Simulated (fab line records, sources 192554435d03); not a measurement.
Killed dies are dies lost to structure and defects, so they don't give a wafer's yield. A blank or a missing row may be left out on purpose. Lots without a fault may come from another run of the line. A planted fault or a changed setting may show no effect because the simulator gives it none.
fab line records | flow n5_finfet | part 2 of 2: steps 5 to 6 of 6
record lots=21 wafers=63 last_day=18
route steps=1938 shown GATE_CUT@474 MOL_CONTACT_COAG@530
lots that met no fault: from a run of the same line without faults
start_h: hours from the record's first day to the start of the lot's first wafer shown | wait_h: hours since the lot's step before | " the same as in the row above | L1.1+2: a row that stands for several wafers | - no value, or no start given | * or withheld: withheld | < > ~ a bound
route shown NAME@n: a module of which the file shows steps, and the number in the route of the first | usual: mean/standard deviation of fault-free wafers | same: alike in all rows | chamber/n: place in a boat | sites: the reading at each site | _std_site: their standard deviation | _edge_site: outer sites' mean less inner sites' | radius_mm: how far each site lies from the wafer's centre | mask NAME#n: copy n | behind: the tool/chamber that last shaped the wafer | hold: why the lot was held/for how many hours/how that ended | device: the transistor (n, p or np) that didn't switch | end of line: the same wafers' tests at the end of the route | a step without rows: its recipe alone | killed: dies lost to structure and defects at the first sort, not the wafer's yield | map: a wafer's dies, x killed, . not, _ none there
set.NAME: the setting as run; set.NAME@STEP: as run at that earlier step | model.NAME: the simulator's own value behind a step, which no gauge read
steps of the route over a sample of lots; a table a step, a row a wafer
services: from which hour (start_h, from the record's first day; less than 0 if before it) a tool's chamber was out of use, for how many hours, and why
## steps
# step N5_MOL_CONTACT_COAG_CONTACT_ETCH_14
# recipe chemistry=C4F6/O2 target=SiO2 target_depth_a=275 overetch_a=85 mask_material=SOC pressure_mtorr=30 source_w=370 bias_w=185 Ar_flow_sccm=300 C4F6_flow_sccm=16 O2_flow_sccm=10 time_s=20 ion_energy_ev=259.6
# usual drypump_motor_current_A=6.0/0.41 oes_product_au=0.66/0.064 rf_vpp_V=692/3.1 showerhead_plenum_p_Torr=2.88/0.087 throttle_valve_pct=21.15/0.24
# columns lot.wafer tool chamber start_h wait_h drypump_motor_current_A oes_product_au rf_hours_counter_h rf_vpp_V showerhead_plenum_p_Torr throttle_valve_pct
L074.2 rie_diel-03 2 93.47 0.0 6.4 0.64 164 687 2.75 21.10
L074.3 " 1 " " 5.8 0.63 171 696 2.98 21.14
L074.6 " 0 " " 6.3 0.60 - 692 2.84 21.05
L075.1 rie_diel-03 0 99.40 0.0 6.3 0.60 230 691 2.84 21.04
L075.2 " 3 " " 6.3 0.61 215 691 2.87 21.59
L075.3 " 2 " " 6.4 0.63 166 688 2.75 21.13
L076.1 rie_diel-03 2 101.55 0.0 6.4 0.63 167 689 2.75 21.12
L076.3 " 1 " " 5.8 0.63 174 695 2.98 21.15
L076.4 " 0 " " 6.3 0.60 231 692 2.84 21.04
L078.1 rie_diel-02 1 112.82 0.0 4.8 0.60 207 688 2.75 21.15
L078.2 " 3 " " 5.9 0.70 71 693 2.93 21.31
L078.5 " 0 " " 5.5 0.70 - 692 2.91 20.87
L079.2 rie_diel-03 0 117.93 0.0 6.3 0.59 235 691 2.83 21.04
L079.4 " 1 " " 5.8 0.62 178 695 2.98 21.15
L079.5 " 3 " " 6.3 0.61 - 692 2.86 21.60
L081.2 rie_diel-03 3 128.81 0.0 6.3 0.61 224 692 2.86 21.61
L081.3 " 2 " " 6.4 0.62 176 689 2.75 21.14
L081.6 " 3 " " 6.3 0.60 - 692 2.86 21.60
L082.3 rie_diel-03 0 134.91 0.0 6.3 0.59 241 692 2.83 21.06
L082.4 " 2 " " 6.4 0.62 177 687 2.75 21.12
L082.5 " 1 " " 5.8 0.62 - 695 2.98 21.16
L083.3 rie_diel-03 0 142.41 0.0 6.3 0.58 244 690 2.83 21.05
L083.5 " 1 " " 5.8 0.62 - 695 2.98 21.16
L083.6 " 0 " " 6.3 0.59 - 692 2.83 21.06
L084.2 rie_diel-01 2 154.61 0.0 5.6 0.64 167 692 2.88 20.97
L084.5 " 3 " " 6.2 0.74 - 698 3.05 20.92
L084.6 " 1 " " 5.9 0.76 - 690 2.82 21.03
L086.1 rie_diel-03 1 160.89 0.0 5.8 0.61 195 696 2.97 21.18
L086.3 " 0 " " 6.3 0.59 250 691 2.83 21.09
L086.5 " 2 " " 6.4 0.62 - 688 2.74 21.13
L085.3 rie_diel-01 3 161.14 0.0 6.2 0.72 40 698 3.05 20.94
L085.4 " 3 " " 6.1 0.74 - 700 3.05 20.96
L085.6 " 1 " " 5.9 0.76 - 690 2.82 21.05
L087.2 rie_diel-03 2 164.85 0.0 6.4 0.61 189 689 2.74 21.13
L087.4 " 1 " " 5.8 0.62 196 698 2.97 21.17
L087.5 " 3 " " 6.3 0.60 - 692 2.86 21.62
L088.1 rie_diel-02 1 173.16 0.0 4.8 0.59 228 687 2.74 21.20
L088.2 " 0 " " 5.5 0.67 105 694 2.91 20.89
L088.4 " 2 " " 5.6 0.80 13 695 2.94 21.45
L090.3 rie_diel-03 2 183.29 0.0 6.4 0.62 197 686 2.74 21.14
L090.5 " 2 " " 6.4 0.61 - 688 2.74 21.14
L090.6 " 1 " " 5.8 0.61 - 696 2.97 21.20
L091.1 rie_diel-02 0 192.07 0.0 5.5 0.68 110 694 2.90 20.90
L091.4 " 3 " " 5.9 0.67 97 694 2.91 21.34
L091.5 " 0 " " 5.5 0.67 - 692 2.90 20.89
L092.4 rie_diel-02 2 201.07 0.0 5.6 0.79 21 695 2.94 21.48
L092.5 " 1 " " 4.8 0.58 - 687 2.73 21.19
L092.6 " 2 " " 5.6 0.78 - 695 2.94 21.46
L093.2 rie_diel-02 2 202.74 0.0 5.6 0.78 22 696 2.94 21.49
L093.3 " 1 " " 4.8 0.59 238 690 2.73 21.20
L093.4 " 0 " " 5.5 0.68 113 692 2.90 20.91
L094.1 rie_diel-01 1 212.33 0.0 5.9 0.73 46 690 2.81 21.06
L094.4 " 3 " " 6.2 0.71 63 698 3.03 20.99
L094.5 " 2 " " 5.6 0.64 - 691 2.87 21.01
L095.2 rie_diel-01 2 214.36 0.0 5.6 0.64 192 691 2.87 21.00
L095.4 " 3 " " 6.2 0.71 64 698 3.03 20.99
L095.6 " 1 " " 5.9 0.73 - 690 2.81 21.05
L096.1 rie_diel-03 1 221.05 0.0 5.8 0.60 221 696 2.96 21.19
L096.5 " 2 " " 6.4 0.61 - 688 2.73 21.16
L096.6 " 1 " " 5.8 0.60 - 695 2.96 21.20
L097.1 rie_diel-01 3 223.64 0.0 6.2 0.71 68 697 3.03 20.98
L097.3 " 1 " " 5.9 0.72 50 689 2.81 21.06
L097.5 " 1 " " 5.9 0.73 - 690 2.80 21.07
# step N5_MOL_CONTACT_COAG_ETCH_110
# recipe chemistry=CF4/O2 target=Si target_depth_a=25 time_s=8 pressure_mtorr=100 source_w=200 bias_w=12 ion_energy_ev=60 Ar_flow_sccm=100 cf4_flow_sccm=100 O2_flow_sccm=10
# usual drypump_motor_current_A=5.9/0.41 oes_product_au=0.77/0.079 rf_vpp_V=127.1/1.5 showerhead_plenum_p_Torr=2.22/0.066 throttle_valve_pct=10.70/0.26
# columns lot.wafer tool chamber start_h wait_h drypump_motor_current_A oes_product_au rf_hours_counter_h rf_vpp_V showerhead_plenum_p_Torr throttle_valve_pct
L074.2 rie_diel-03 2 93.57 0.0 6.4 0.75 164 127.1 2.13 10.71
L074.3 " 1 " " 5.8 0.75 171 127.8 2.30 10.74
L074.6 " 0 " " 6.3 0.69 - 130.1 2.20 10.80
L075.1 rie_diel-03 0 99.50 0.0 6.3 0.69 230 128.8 2.19 10.80
L075.2 " 3 " " 6.3 0.72 215 126.2 2.21 11.10
L075.3 " 2 " " 6.4 0.75 166 128.3 2.13 10.71
L076.1 rie_diel-03 2 101.64 0.0 6.4 0.75 167 127.4 2.13 10.72
L076.3 " 1 " " 5.8 0.74 174 128.9 2.30 10.75
L076.4 " 0 " " 6.3 0.69 231 125.5 2.19 10.82
L078.1 rie_diel-02 1 112.91 0.0 4.8 0.71 207 127.1 2.12 10.78
L078.2 " 3 " " 5.9 0.83 71 129.0 2.25 10.64
L078.5 " 0 " " 5.5 0.83 - 125.4 2.24 10.34
L079.2 rie_diel-03 0 118.02 0.0 6.3 0.68 235 127.5 2.19 10.82
L079.4 " 1 " " 5.8 0.73 178 127.2 2.30 10.78
L079.5 " 3 " " 6.3 0.70 - 125.7 2.21 11.12
L081.2 rie_diel-03 3 128.90 0.0 6.3 0.71 224 125.0 2.20 11.14
L081.3 " 2 " " 6.4 0.74 176 128.3 2.12 10.73
L081.6 " 3 " " 6.3 0.71 - 125.9 2.20 11.14
L082.3 rie_diel-03 0 135.01 0.0 6.3 0.69 241 128.1 2.19 10.83
L082.4 " 2 " " 6.4 0.73 177 129.0 2.12 10.74
L082.5 " 1 " " 5.8 0.73 - 126.1 2.30 10.78
L083.3 rie_diel-03 0 142.50 0.0 6.3 0.68 244 128.0 2.19 10.85
L083.5 " 1 " " 5.8 0.74 - 126.7 2.30 10.78
L083.6 " 0 " " 6.3 0.68 - 128.9 2.19 10.83
L084.2 rie_diel-01 2 154.71 0.0 5.6 0.77 167 123.5 2.22 10.58
L084.5 " 3 " " 6.2 0.88 - 127.3 2.35 10.33
L084.6 " 1 " " 5.9 0.90 - 125.3 2.18 10.39
L086.1 rie_diel-03 1 160.98 0.0 5.8 0.73 195 127.4 2.29 10.82
L086.3 " 0 " " 6.3 0.68 250 127.8 2.19 10.86
L086.5 " 2 " " 6.4 0.73 - 127.9 2.12 10.75
L085.3 rie_diel-01 3 161.24 0.0 6.2 0.87 40 128.9 2.35 10.35
L085.4 " 3 " " 6.2 0.86 - 128.9 2.35 10.34
L085.6 " 1 " " 5.9 0.90 - 124.7 2.17 10.39
L087.2 rie_diel-03 2 164.94 0.0 6.4 0.73 189 128.2 2.12 10.79
L087.4 " 1 " " 5.8 0.73 196 126.0 2.29 10.80
L087.5 " 3 " " 6.3 0.70 - 126.0 2.20 11.16
L088.1 rie_diel-02 1 173.25 0.0 4.8 0.69 228 126.6 2.12 10.85
L088.2 " 0 " " 5.5 0.80 105 126.4 2.24 10.39
L088.4 " 2 " " 5.6 0.95 13 126.2 2.27 10.71
L090.3 rie_diel-03 2 183.38 0.0 6.4 0.71 197 128.8 2.11 10.80
L090.5 " 2 " " 6.4 0.72 - 128.2 2.11 10.81
L090.6 " 1 " " 5.8 0.71 - 126.2 2.29 10.85
L091.1 rie_diel-02 0 192.16 0.0 5.5 0.80 110 126.8 2.24 10.39
L091.4 " 3 " " 5.9 0.80 97 128.5 2.24 10.71
L091.5 " 0 " " 5.5 0.81 - 127.3 2.24 10.37
L092.4 rie_diel-02 2 201.16 0.0 5.6 0.92 21 125.7 2.27 10.72
L092.5 " 1 " " 4.8 0.69 - 127.4 2.11 10.88
L092.6 " 2 " " 5.6 0.94 - 126.7 2.27 10.71
L093.2 rie_diel-02 2 202.84 0.0 5.6 0.93 22 125.6 2.27 10.72
L093.3 " 1 " " 4.8 0.69 238 126.2 2.11 10.88
L093.4 " 0 " " 5.4 0.80 113 125.5 2.23 10.41
L094.1 rie_diel-01 1 212.42 0.0 5.9 0.86 46 125.7 2.17 10.46
L094.4 " 3 " " 6.2 0.84 63 128.4 2.34 10.41
L094.5 " 2 " " 5.6 0.75 - 123.8 2.21 10.63
L095.2 rie_diel-01 2 214.45 0.0 5.6 0.75 192 124.2 2.21 10.66
L095.4 " 3 " " 6.2 0.84 64 127.6 2.34 10.40
L095.6 " 1 " " 5.9 0.86 - 125.2 2.17 10.45
L096.1 rie_diel-03 1 221.15 0.0 5.8 0.71 221 128.0 2.29 10.88
L096.5 " 2 " " 6.4 0.71 - 128.7 2.11 10.84
L096.6 " 1 " " 5.8 0.71 - 127.8 2.28 10.88
L097.1 rie_diel-01 3 223.73 0.0 6.2 0.83 68 129.1 2.34 10.42
L097.3 " 1 " " 5.9 0.87 50 124.6 2.17 10.48
L097.5 " 1 " " 5.9 0.87 - 126.5 2.17 10.46
## services
# columns tool chamber start_h hours kind
rie_diel-01 1 67.05 - clean
rie_diel-01 1 67.05 - consumable_replace:focus_ring
rie_diel-03 - 72.00 15.6 pm
rie_diel-06 3 81.36 10.5 repair
rie_diel-04 0 85.45 2.4 repair
rie_diel-05 0 105.22 2.4 repair
rie_diel-01 1 121.69 7.3 repair
rie_diel-05 0 149.24 2.4 repair
rie_diel-04 0 150.26 5.2 repair
rie_diel-02 3 152.96 1.8 repair
rie_diel-03 0 165.62 14.4 repair
rie_diel-01 1 172.82 7.6 repair
rie_diel-02 0 174.77 2.9 repair
rie_diel-06 1 175.19 8.7 repair
rie_diel-03 0 180.07 - clean
rie_diel-03 0 180.07 - consumable_replace:focus_ring
rie_diel-03 0 180.07 19.5 scheduled_down
rie_diel-03 0 180.07 19.5 vent_cycle
rie_diel-03 3 199.55 - clean
rie_diel-03 3 199.55 - consumable_replace:focus_ring
rie_diel-03 3 199.55 31.3 scheduled_down
rie_diel-03 3 199.55 31.3 vent_cycle
rie_metal-03 - 208.83 0.7 repair
rie_metal-02 1 223.28 6.9 repair
